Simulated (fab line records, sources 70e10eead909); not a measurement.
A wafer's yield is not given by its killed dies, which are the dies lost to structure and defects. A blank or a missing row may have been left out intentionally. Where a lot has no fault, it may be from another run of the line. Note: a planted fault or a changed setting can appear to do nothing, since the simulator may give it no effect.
fab line records | flow nand_harc
record: lots: 14 | wafers: 42 | last_day: 23
route steps=1159 shown A_CONTACT@840 THIN_TSV@1127 END@1159
lots that met no fault: from a run of the same line without faults
start_h: the number of hours between the record's first day and the start of the first shown wafer of the lot | wait_h: hours from the lot's prior step to this one | " the same as in the row above | L1.1+2: a row that stands for several wafers | - no value, or no start was given | * or withheld: withheld | < > ~ a bound
route shown NAME@n: NAME is a module with steps in the file, n the number in the route of the first one | usual: average and standard deviation across the fault-free wafers | same: alike in all rows | chamber/n: place in a boat | sites: readings site by site | _std_site: the values' standard deviation | _edge_site: outer sites' mean less inner sites' | radius_mm: how far each site lies from the wafer's centre | mask NAME#n: copy n | behind: tool/chamber where the wafer was last shaped | hold: why the lot went on hold/how many hours it stayed there/how the hold came to an end | device: the transistor (n, p or np) that didn't switch | end of line: tests run on the same wafers once the route is complete | step lacking rows: just its recipe | killed: count of dies lost to structure and defects at first sort (not the wafer's yield) | map: dies across one wafer; x = killed, . = not, _ = none there
set.NAME: the setting that was run; set.NAME@STEP: the one run at that earlier step | model.NAME: the simulator's own value behind a step, which no gauge read
route steps across a sampled set of lots; one table per step, one row per wafer
services: from which hour (start_h, from the record's first day; less than 0 if before it) a tool's chamber was out of use, for how many hours, and why
== steps ==
step: NHARC_A_CONTACT_DEP_24
recipe: target_thk_a: 5000 | temp_c: 400 | pressure_torr: 6.5 | rf_w: 900 | teos_flow_sccm: 161.4 | flow_sccm: 2650 | target_thk_nm: 500 | gas: O2 | material: SiO2
usual: heater_power_outer_w: 327/75 | heater_power_w: 588/120 | throttle_valve_pct: 15.9/0.58
lot.wafer | tool     | chamber | start_h | wait_h | heater_power_outer_w | heater_power_w | throttle_valve_pct
L504.3    | pecvd-02 | 1       | 366.13  | 0.1    | 346                  | 606            | 16.0
L504.1    | "        | 2       | "       | "      | 246                  | 433            | 15.7
L504.5    | "        | 0       | "       | "      | 360                  | 640            | 15.7
L506.2    | pecvd-02 | 1       | 374.80  | 0.2    | 311                  | 590            | 16.1
L506.5    | "        | 0       | "       | "      | 376                  | 676            | 15.8
L506.4    | "        | 1       | "       | "      | 338                  | 628            | 16.2
L505.2    | pecvd-03 | 1       | 377.07  | 0.1    | 276                  | 547            | 17.0
L505.6    | "        | 2       | "       | "      | 236                  | 430            | 15.6
L505.4    | "        | 0       | "       | "      | 486                  | 840            | 15.8
L507.2    | pecvd-03 | 1       | 391.23  | 0.3    | 215                  | 454            | 17.0
L507.5    | "        | 2       | "       | "      | 308                  | 537            | 15.5
L507.4    | "        | 0       | "       | "      | 476                  | 823            | 15.2
L509.1    | pecvd-03 | 2       | 406.37  | 0.1    | 296                  | 534            | 15.9
L509.6    | "        | 1       | "       | "      | 301                  | 558            | 17.2
L509.5    | "        | 2       | "       | "      | 308                  | 562            | 16.0
L510.1    | pecvd-02 | 2       | 406.46  | 0.1    | 242                  | 434            | 15.6
L510.3    | "        | 0       | "       | "      | 364                  | 638            | 15.8
L510.5    | "        | 0       | "       | "      | 370                  | 675            | 15.9
L513.2    | pecvd-03 | 1       | 422.56  | 0.1    | 312                  | 565            | 16.8
L513.1    | "        | 2       | "       | "      | 299                  | 522            | 16.0
L513.5    | "        | 1       | "       | "      | 318                  | 590            | 17.0
L515.2    | pecvd-03 | 2       | 427.20  | 0.1    | 335                  | 564            | 15.9
L515.1    | "        | 1       | "       | "      | 295                  | 542            | 17.0
L515.4    | "        | 0       | "       | "      | 408                  | 731            | 15.6
L517.3    | pecvd-02 | 0       | 427.29  | 0.1    | 299                  | 572            | 16.0
L517.1    | "        | 2       | "       | "      | 247                  | 447            | 16.0
L517.4    | "        | 0       | "       | "      | 312                  | 608            | 15.8
L514.3    | pecvd-03 | 2       | 437.08  | 0.1    | 323                  | 577            | 15.8
L514.1    | "        | 1       | "       | "      | 266                  | 520            | 16.8
L514.6    | "        | 0       | "       | "      | 507                  | 876            | 15.5
L516.2    | pecvd-02 | 0       | 437.54  | 0.1    | 353                  | 650            | 15.9
L516.3    | "        | 1       | "       | "      | 408                  | 701            | 16.5
L516.4    | "        | 1       | "       | "      | 277                  | 549            | 16.5
L518.2    | pecvd-02 | 0       | 452.98  | 0.1    | 357                  | 651            | 15.7
L518.5    | "        | 0       | "       | "      | 372                  | 673            | 16.1
L518.4    | "        | 2       | "       | "      | 249                  | 450            | 15.9
L519.2    | pecvd-02 | 1       | 455.42  | 0.1    | 353                  | 621            | 16.6
L519.5    | "        | 2       | "       | "      | 159                  | 318            | 15.9
L519.4    | "        | 0       | "       | "      | 262                  | 501            | 16.1
L520.1    | pecvd-03 | 1       | 457.58  | 0.2    | 242                  | 498            | 17.1
L520.5    | "        | 2       | "       | "      | 269                  | 495            | 16.2
L520.4    | "        | 1       | "       | "      | 267                  | 514            | 17.1
step: NHARC_THIN_TSV_DEGAS_49
recipe: temp_c: 300 | time_s: 120
usual: heater_power_w: 469/46
lot.wafer | tool           | chamber | start_h | wait_h | heater_power_w
L504.1    | pvd_sputter-02 | -       | 436.80  | 0.1    | 612
L504.3    | "              | -       | "       | "      | 481
L504.5    | "              | -       | "       | "      | 610
L505.2    | pvd_sputter-03 | -       | 444.18  | 0.2    | 447
L505.4    | "              | -       | "       | "      | 433
L505.6    | "              | -       | "       | "      | 422
L506.4    | pvd_sputter-01 | -       | 446.73  | 0.1    | 442
L506.2    | "              | -       | "       | "      | 446
L506.5    | "              | -       | "       | "      | 455
L507.4    | pvd_sputter-02 | -       | 451.96  | 0.1    | 593
L507.2    | "              | -       | "       | "      | 454
L507.5    | "              | -       | "       | "      | 616
L509.1    | pvd_sputter-03 | -       | 468.35  | 0.2    | 444
L509.5    | "              | -       | "       | "      | 427
L509.6    | "              | -       | "       | "      | 427
L510.3    | pvd_sputter-01 | -       | 469.54  | 0.1    | 489
L510.1    | "              | -       | "       | "      | 457
L510.5    | "              | -       | "       | "      | 512
L513.1    | pvd_sputter-02 | -       | 487.03  | 0.1    | 479
L513.2    | "              | -       | "       | "      | 605
L513.5    | "              | -       | "       | "      | 468
L515.4    | pvd_sputter-03 | -       | 489.39  | 0.1    | 435
L515.1    | "              | -       | "       | "      | 473
L515.2    | "              | -       | "       | "      | 417
L517.1    | pvd_sputter-02 | -       | 490.45  | 0.1    | 442
L517.4    | "              | -       | "       | "      | 464
L517.3    | "              | -       | "       | "      | 596
L514.3    | pvd_sputter-03 | -       | 493.85  | 0.1    | 434
L514.1    | "              | -       | "       | "      | 443
L514.6    | "              | -       | "       | "      | 413
L516.2    | pvd_sputter-01 | -       | 500.98  | 0.2    | 512
L516.4    | "              | -       | "       | "      | 500
L516.3    | "              | -       | "       | "      | 462
L518.4    | pvd_sputter-02 | -       | 516.02  | 0.1    | 604
L518.2    | "              | -       | "       | "      | 487
L518.5    | "              | -       | "       | "      | 474
L519.4    | pvd_sputter-03 | -       | 528.30  | 0.1    | 444
L519.2    | "              | -       | "       | "      | 428
L519.5    | "              | -       | "       | "      | 443
L520.4    | pvd_sputter-01 | -       | 529.32  | 0.1    | 518
L520.1    | "              | -       | "       | "      | 468
L520.5    | "              | -       | "       | "      | 479
step: NHARC_THIN_TSV_PVD_51
recipe: target_thk_a: 1000 | chamber_pressure_pa: 5 | material: Cu
usual: throttle_valve_pct: 30.6/1.1
lot.wafer | tool           | chamber | start_h | wait_h | throttle_valve_pct
L504.1    | pvd_sputter-02 | -       | -       | -      | 28.8
L504.3    | "              | -       | "       | "      | 30.4
L504.5    | "              | -       | "       | "      | 30.3
L505.4    | pvd_sputter-03 | -       | -       | -      | 32.5
L505.2    | "              | -       | "       | "      | 29.5
L505.6    | "              | -       | "       | "      | 29.3
L506.2    | pvd_sputter-01 | -       | -       | -      | 31.9
L506.4    | "              | -       | "       | "      | 30.8
L506.5    | "              | -       | "       | "      | 31.0
L507.4    | pvd_sputter-02 | -       | -       | -      | 29.1
L507.2    | "              | -       | "       | "      | 30.3
L507.5    | "              | -       | "       | "      | 28.6
L509.1    | pvd_sputter-03 | -       | -       | -      | 29.0
L509.5    | "              | -       | "       | "      | 32.0
L509.6    | "              | -       | "       | "      | 31.1
L510.1    | pvd_sputter-01 | -       | -       | -      | 31.0
L510.3    | "              | -       | "       | "      | 30.4
L510.5    | "              | -       | "       | "      | 32.1
L513.1    | pvd_sputter-02 | -       | -       | -      | 30.4
L513.2    | "              | -       | "       | "      | 28.8
L513.5    | "              | -       | "       | "      | 31.9
L515.1    | pvd_sputter-03 | -       | -       | -      | 30.8
L515.4    | "              | -       | "       | "      | 29.5
L515.2    | "              | -       | "       | "      | 29.2
L517.3    | pvd_sputter-02 | -       | -       | -      | 30.4
L517.4    | "              | -       | "       | "      | 31.8
L517.1    | "              | -       | "       | "      | 30.1
L514.3    | pvd_sputter-03 | -       | -       | -      | 29.0
L514.1    | "              | -       | "       | "      | 31.9
L514.6    | "              | -       | "       | "      | 32.1
L516.4    | pvd_sputter-01 | -       | -       | -      | 31.4
L516.3    | "              | -       | "       | "      | 31.5
L516.2    | "              | -       | "       | "      | 31.7
L518.4    | pvd_sputter-02 | -       | -       | -      | 32.2
L518.2    | "              | -       | "       | "      | 29.9
L518.5    | "              | -       | "       | "      | 30.6
L519.2    | pvd_sputter-03 | -       | -       | -      | 29.4
L519.4    | "              | -       | "       | "      | 31.0
L519.5    | "              | -       | "       | "      | 29.1
L520.4    | pvd_sputter-01 | -       | -       | -      | 30.3
L520.1    | "              | -       | "       | "      | 30.7
L520.5    | "              | -       | "       | "      | 30.8
step: NHARC_THIN_TSV_CD_MEAS_33
recipe: target_cd_nm: 5000 | landing_energy_ev: 500
usual: cd_nm: 4999.4/2.1
lot.wafer | tool      | chamber | start_h | wait_h | cd_nm
L504.1    | cd_sem-02 | 0       | 440.17  | -      | 4996.7
L504.3    | "         | 0       | "       | "      | 4997.5
L504.5    | "         | 0       | "       | "      | 4998.9
L505.2    | cd_sem-03 | 0       | 447.35  | -      | 5002.3
L505.4    | "         | 0       | "       | "      | 4997.0
L505.6    | "         | 0       | "       | "      | 4997.9
L506.2    | cd_sem-01 | 0       | 449.76  | -      | 5000.9
L506.4    | "         | 0       | "       | "      | 4996.3
L506.5    | "         | 0       | "       | "      | 4999.9
L507.2    | cd_sem-02 | 0       | 455.19  | -      | 5001.1
L507.4    | "         | 0       | "       | "      | 5002.1
L507.5    | "         | 0       | "       | "      | 4998.8
L509.1    | cd_sem-02 | 0       | 471.35  | -      | 4997.8
L509.5    | "         | 0       | "       | "      | 5000.9
L509.6    | "         | 0       | "       | "      | 4998.9
L510.1    | cd_sem-03 | 0       | 472.66  | -      | 5001.2
L510.3    | "         | 0       | "       | "      | 4997.2
L510.5    | "         | 0       | "       | "      | 5002.5
L513.1    | cd_sem-01 | 0       | 490.04  | -      | 4997.3
L513.2    | "         | 0       | "       | "      | 4995.0
L513.5    | "         | 0       | "       | "      | 4998.2
L515.1    | cd_sem-02 | 0       | 492.55  | -      | 5002.4
L515.2    | "         | 0       | "       | "      | 4997.3
L515.4    | "         | 0       | "       | "      | 5000.8
L517.1    | cd_sem-01 | 0       | 493.62  | -      | 4999.9
L517.3    | "         | 0       | "       | "      | 4996.8
L517.4    | "         | 0       | "       | "      | 5000.3
L514.1    | cd_sem-03 | 0       | 496.99  | -      | 4998.8
L514.3    | "         | 0       | "       | "      | 4998.1
L514.6    | "         | 0       | "       | "      | 4997.8
L516.2    | cd_sem-01 | 0       | 504.14  | -      | 4998.3
L516.3    | "         | 0       | "       | "      | 4999.9
L516.4    | "         | 0       | "       | "      | 4999.9
L518.2    | cd_sem-02 | 0       | 519.12  | -      | 4995.6
L518.4    | "         | 0       | "       | "      | 4998.9
L518.5    | "         | 0       | "       | "      | 4997.0
L519.2    | cd_sem-01 | 0       | 531.53  | -      | 5004.5
L519.4    | "         | 0       | "       | "      | 5000.5
L519.5    | "         | 0       | "       | "      | 5004.7
L520.1    | cd_sem-02 | 0       | 532.45  | -      | 4998.9
L520.4    | "         | 0       | "       | "      | 4998.9
L520.5    | "         | 0       | "       | "      | 5001.4
step: NHARC_END_SORT_01
recipe: temp_c: 25
usual: killed_at_array: 26/10 | killed_at_other: 0.8/1.1 | killed_at_periphery: 3.3/2.6 | killed_dies: 30/11 | killed_open: 3.4/1.8 | killed_short: 2.0/1.3
same: gross_dies: 677
lot.wafer | tool      | chamber | start_h | wait_h | killed_at_array | killed_at_other | killed_at_periphery | killed_dies | killed_open | killed_short
L510.1    | prober-01 | 0       | 481.08  | 2.5    | 17              | 2               | 7                   | 26          | 4           | 2
L510.3    | prober-01 | 0       | 482.67  | 3.1    | 12              | 1               | 2                   | 15          | 0           | 1
L510.5    | prober-01 | 0       | 484.26  | 3.7    | 17              | 1               | 7                   | 25          | 2           | 1
L514.1    | prober-01 | 0       | 514.63  | 2.5    | 32              | 1               | 1                   | 34          | 6           | 3
L518.2    | prober-01 | 0       | 529.87  | 2.8    | 65              | 2               | 4                   | 71          | 3           | 3
L518.4    | prober-01 | 0       | 531.49  | 3.4    | 122             | 2               | 4                   | 128         | 4           | 2
L518.5    | prober-01 | 0       | 532.29  | 3.7    | 72              | 0               | 2                   | 74          | 4           | 3
L519.2    | prober-02 | 0       | 541.35  | 2.8    | 61              | 0               | 0                   | 61          | 5           | 3
L519.4    | prober-02 | 0       | 542.97  | 3.4    | 75              | 0               | 0                   | 75          | 7           | 1
L519.5    | prober-02 | 0       | 543.78  | 3.7    | 131             | 0               | 0                   | 131         | 7           | 0
killed by level:class
L510.1 A_STAIRCASE:chamber_film_flake=6 P_M2:chamber_film_flake=5 A_CHANNEL_HOLE_D1:chamber_film_flake=3 A_WL_FILL:chamber_film_flake=2 THIN_TSV:chamber_film_flake=2 P_STI:geometric_particle:open=1 P_GATE:geometric_particle:open=1 A_ONON_D1:geometric_particle:short=1
L510.3 A_CONTACT:chamber_film_flake=6 A_STAIRCASE:chamber_film_flake=3 A_CHANNEL_HOLE_D1:chamber_film_flake=2 A_M0:geometric_particle:short=1 P_ZERO_WELL:chamber_film_flake=1 P_M2:chamber_film_flake=1 THIN_TSV:chamber_film_flake=1
L510.5 A_STAIRCASE:chamber_film_flake=7 P_M2:chamber_film_flake=6 A_CHANNEL_HOLE_D1:chamber_film_flake=3 A_WL_FILL:chamber_film_flake=2 A_CONTACT:chamber_film_flake=2 P_M0:geometric_particle:open=1 A_CHANNEL_FILL_D1:geometric_particle:open=1 A_CHANNEL_FILL_D1:geometric_particle:short=1
L514.1 A_SLIT:chamber_film_flake=14 A_CHANNEL_HOLE_D1:chamber_film_flake=4 A_CONTACT:geometric_particle:open=3 A_STAIRCASE:chamber_film_flake=3 A_BLC:geometric_particle:open=2 A_CONTACT:chamber_film_flake=2 P_M2:geometric_particle:short=1 A_ONON_D1:geometric_particle:short=1
L518.2 A_CONTACT:unspecified=36 A_SLIT:chamber_film_flake=13 A_CONTACT:chamber_film_flake=6 A_CHANNEL_HOLE_D1:chamber_film_flake=3 A_BONDPAD:chamber_film_flake=3 P_CONTACT:geometric_particle:open=2 A_ONON_D1:geometric_particle:short=2 P_M1:chamber_film_flake=2
L518.4 A_CONTACT:unspecified=87 A_SLIT:chamber_film_flake=20 A_CONTACT:chamber_film_flake=7 P_M1:chamber_film_flake=3 A_ONON_D1:geometric_particle:open=2 A_BONDPAD:chamber_film_flake=2 THIN_TSV:chamber_film_flake=2 P_CONTACT:geometric_particle:open=1
L518.5 A_CONTACT:unspecified=38 A_SLIT:chamber_film_flake=14 A_CONTACT:chamber_film_flake=10 A_CHANNEL_HOLE_D1:chamber_film_flake=3 P_M1:geometric_particle:open=1 A_SOURCE_PLATE:geometric_particle:short=1 A_ONON_D1:geometric_particle:open=1 A_CHANNEL_FILL_D1:geometric_particle:short=1
L519.2 A_CONTACT:unspecified=33 A_SLIT:chamber_film_flake=12 A_CHANNEL_HOLE_D1:chamber_film_flake=5 A_WL_FILL:geometric_particle:short=2 A_WL_FILL:geometric_particle:open=2 A_SGD_CUT:chamber_film_flake=2 A_ONON_D1:geometric_particle:open=1 A_CHANNEL_FILL_D1:geometric_particle:short=1
L519.4 A_CONTACT:unspecified=37 A_SLIT:chamber_film_flake=17 A_CHANNEL_HOLE_D1:chamber_film_flake=6 A_SGD_CUT:chamber_film_flake=4 A_SOURCE_PLATE:geometric_particle:open=2 A_CONTACT:geometric_particle:open=2 A_ONON_D1:geometric_particle:open=1 A_WL_FILL:geometric_particle:open=1
L519.5 A_CONTACT:unspecified=93 A_SLIT:chamber_film_flake=13 A_SGD_CUT:chamber_film_flake=8 A_CHANNEL_HOLE_D1:chamber_film_flake=4 A_CHANNEL_FILL_D1:geometric_particle:open=3 A_CONTACT:chamber_film_flake=3 A_WL_FILL:geometric_particle:open=2 A_STAIRCASE:chamber_film_flake=2
== services ==
tool           | chamber | start_h | hours | kind
pecvd-02       | 0       | 347.20  | -     | clean
pecvd-02       | 1       | 347.20  | -     | clean
pecvd-02       | 2       | 347.20  | -     | clean
pvd_sputter-03 | -       | 367.29  | 2.5   | repair
pvd_sputter-03 | -       | 370.72  | 6.3   | repair
pvd_sputter-02 | -       | 392.00  | 10.0  | pm
pvd_sputter-02 | -       | 402.93  | 7.5   | repair
pvd_sputter-03 | -       | 424.48  | 15.2  | repair
pvd_sputter-03 | -       | 458.09  | 10.0  | pm
pecvd-03       | -       | 473.00  | 13.0  | pm
pecvd-03       | 0       | 473.00  | 13.0  | vent_cycle
pecvd-03       | 1       | 473.00  | 13.0  | vent_cycle
pecvd-03       | 2       | 473.00  | 13.0  | vent_cycle
pvd_sputter-03 | -       | 480.42  | 8.7   | repair
pecvd-03       | 0       | 486.00  | -     | clean
pecvd-03       | 1       | 486.00  | -     | clean
pecvd-03       | 2       | 486.00  | -     | clean
pvd_sputter-01 | -       | 514.00  | 10.0  | pm
pecvd-02       | -       | 515.24  | 13.0  | pm
pecvd-02       | 0       | 515.24  | 13.0  | vent_cycle
pecvd-02       | 1       | 515.24  | 13.0  | vent_cycle
pecvd-02       | 2       | 515.24  | 13.0  | vent_cycle
pvd_sputter-02 | -       | 521.76  | 2.1   | repair
pecvd-02       | 0       | 528.24  | -     | clean
== key ==
first_sign: step: NHARC_END_SORT_01 | reading: killed_at_array | direction: up | sigmas: 6 | usual: 26 | struck: 88
effect: step: NHARC_END_SORT_01 | reading: killed_dies | direction: up | sigmas: 5.7 | usual: 30 | struck: 90
more_kills_born_at: NHARC_A_CONTACT_DEP_24@pecvd-02: 324
met_at NHARC_A_CONTACT_DEP_24
struck_lots L518,L519
tester_left_out L518,L519
not_acting_at NHARC_THIN_TSV_DEGAS_49,NHARC_THIN_TSV_PVD_51,NHARC_THIN_TSV_CD_MEAS_33
onset_between 437.54 452.98
fault: kind: chamber_particle_source | tool: pecvd-02 | chamber: - | onset_h: 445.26 | steps: NHARC_A_CONTACT_DEP_24 | rate_per_visit_cm2: 0.97627 | end_h: 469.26
tester_left_out: of these lots the tester's yield and bins aren't shown, on N5 and GAA mostly nor the transistor test; their killed dies are dies lost to structure and defects alone, not to doping, threshold or leakage, so they don't give the yield
